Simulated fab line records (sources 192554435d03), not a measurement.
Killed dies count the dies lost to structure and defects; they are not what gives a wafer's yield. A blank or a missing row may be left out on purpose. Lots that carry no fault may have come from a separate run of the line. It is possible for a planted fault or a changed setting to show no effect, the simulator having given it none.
Split-lot trial / flow n5-finfet / 21 wafers read across 7 lots, on a route 1938 steps long

== SPLIT DETAILS ==
At N5_SD_EPI_P_PEB_07 (peb time 60 s), the setting peb-time-s was moved away from the recipe's 60 s on 11 of the 21 wafers read, by -19.4% to -7.5%. The other wafers ran this setting at the recipe's value.

== FROM THE SPLIT TO THE READING: what the file shows between them, 1 step ==
- N5_SD_EPI_P_DEVELOP_08: develop time 30 s

== THE READING ==
cd-nm (nm) at N5_SD_EPI_P_CD_MEAS_09, where the cd target is 240 nm. A value of 239.7 nm with a standard deviation of 0.72 nm is what fault-free wafers of this fab line usually give.

wafer=L075.1; tool, chamber at the split=litho-track-05, 0; peb-time-s as run, s=53.8; against the recipe=-10.3%; cd-nm, nm=234.9; against lot-mates on the recipe=no lot-mate on the recipe
wafer=L075.4; tool, chamber at the split=litho-track-05, 0; peb-time-s as run, s=53.8; against the recipe=-10.3%; cd-nm, nm=236.1; against lot-mates on the recipe=no lot-mate on the recipe
wafer=L075.5; tool, chamber at the split=litho-track-05, 0; peb-time-s as run, s=53.8; against the recipe=-10.3%; cd-nm, nm=235.5; against lot-mates on the recipe=no lot-mate on the recipe
wafer=L079.4; tool, chamber at the split=litho-track-01, 0; peb-time-s as run, s=48.88; against the recipe=-18.5%; cd-nm, nm=231.1; against lot-mates on the recipe=-8.7
wafer=L079.5; tool, chamber at the split=litho-track-01, 0; peb-time-s as run, s=48.88; against the recipe=-18.5%; cd-nm, nm=232.1; against lot-mates on the recipe=-7.7
wafer=L079.6; tool, chamber at the split=litho-track-01, 0; peb-time-s as run, s=60; against the recipe=recipe; cd-nm, nm=239.8; against lot-mates on the recipe=-
wafer=L085.2; tool, chamber at the split=litho-track-02, 0; peb-time-s as run, s=55.49; against the recipe=-7.5%; cd-nm, nm=237.2; against lot-mates on the recipe=-1.4
wafer=L085.3; tool, chamber at the split=litho-track-02, 0; peb-time-s as run, s=55.49; against the recipe=-7.5%; cd-nm, nm=237.1; against lot-mates on the recipe=-1.5
wafer=L085.6; tool, chamber at the split=litho-track-02, 0; peb-time-s as run, s=60; against the recipe=recipe; cd-nm, nm=238.6; against lot-mates on the recipe=-
wafer=L092.2; tool, chamber at the split=litho-track-02, 0; peb-time-s as run, s=48.38; against the recipe=-19.4%; cd-nm, nm=231.5; against lot-mates on the recipe=-8.1
wafer=L092.3; tool, chamber at the split=litho-track-02, 0; peb-time-s as run, s=60; against the recipe=recipe; cd-nm, nm=239.6; against lot-mates on the recipe=-
wafer=L092.4; tool, chamber at the split=litho-track-02, 0; peb-time-s as run, s=48.38; against the recipe=-19.4%; cd-nm, nm=232.3; against lot-mates on the recipe=-7.3
wafer=L093.4; tool, chamber at the split=litho-track-01, 0; peb-time-s as run, s=60; against the recipe=recipe; cd-nm, nm=240.0; against lot-mates on the recipe=-
wafer=L093.5; tool, chamber at the split=litho-track-01, 0; peb-time-s as run, s=60; against the recipe=recipe; cd-nm, nm=240.4; against lot-mates on the recipe=-
wafer=L093.6; tool, chamber at the split=litho-track-01, 0; peb-time-s as run, s=60; against the recipe=recipe; cd-nm, nm=239.4; against lot-mates on the recipe=-
wafer=L095.1; tool, chamber at the split=litho-track-05, 0; peb-time-s as run, s=60; against the recipe=recipe; cd-nm, nm=240.2; against lot-mates on the recipe=-
wafer=L095.4; tool, chamber at the split=litho-track-05, 0; peb-time-s as run, s=60; against the recipe=recipe; cd-nm, nm=238.3; against lot-mates on the recipe=-
wafer=L095.5; tool, chamber at the split=litho-track-05, 0; peb-time-s as run, s=60; against the recipe=recipe; cd-nm, nm=239.0; against lot-mates on the recipe=-
wafer=L097.2; tool, chamber at the split=litho-track-05, 0; peb-time-s as run, s=55.39; against the recipe=-7.7%; cd-nm, nm=238.3; against lot-mates on the recipe=-2.4
wafer=L097.3; tool, chamber at the split=litho-track-05, 0; peb-time-s as run, s=60; against the recipe=recipe; cd-nm, nm=240.7; against lot-mates on the recipe=-
wafer=L097.5; tool, chamber at the split=litho-track-05, 0; peb-time-s as run, s=55.39; against the recipe=-7.7%; cd-nm, nm=237.5; against lot-mates on the recipe=-3.2

THE FIT
A straight line over all 21 wafers: cd-nm changes by +0.408 nm for each +1% of peb-time-s; r = +0.97; the points scatter about the line by 0.79 nm.
The same after taking each lot's own level away (the mean of its wafers on the recipe; 18 wafers): +0.412 nm for each +1%; r = +0.97; scatter 0.76 nm.
According to that fit, moving peb-time-s by its largest amount changes the reading by 8 nm.
The span of the lots' own levels, 238.60 to 240.70 nm, comes to 2.9 times the standard deviation stated above.
Hence the lot-to-lot level has little effect on the slope; both slopes agree.
Check: for one of the wafers moved furthest among these (-19.4%), held out of the fit, the line's prediction against its lot-mates is -7.7 nm. Against them it came out at -8.1 nm.

== THE WHOLE CHAIN: every reading that the file lists as answering this split, in the file's order ==
step=N5_SD_EPI_P_CD_MEAS_09; what it does=target cd 240 nm; reading=cd-nm; change (the file's fit)=+0.4 nm for each +1% of the setting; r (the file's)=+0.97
step=N5_SD_EPI_P_DESCUM_14; what it does=chemistry O2, time 7.9 s; reading=SD_EPI_P.cd-nm (the simulator's own value, which no gauge read); change (the file's fit)=+0.406 nm for each +1% of the setting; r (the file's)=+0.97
step=N5_SD_EPI_P_ETCH_37; what it does=etches SOC in N2/H2, overetch 108 nm, time 486 s; reading=SD_EPI_P.cd-nm (the simulator's own value, which no gauge read); change (the file's fit)=+0.438 nm for each +1% of the setting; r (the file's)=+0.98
step=N5_SD_EPI_P_SD_RECESS_17; what it does=chemistry HBr/Cl2/O2, target depth 39.1 nm, bt time 3 s; reading=SD_EPI_P.cd-nm (the simulator's own value, which no gauge read); change (the file's fit)=+0.446 nm for each +1% of the setting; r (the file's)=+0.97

== FILE'S OWN FIT ==
cd-nm changes by +0.4 nm for each +1% of peb-time-s, r = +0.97.
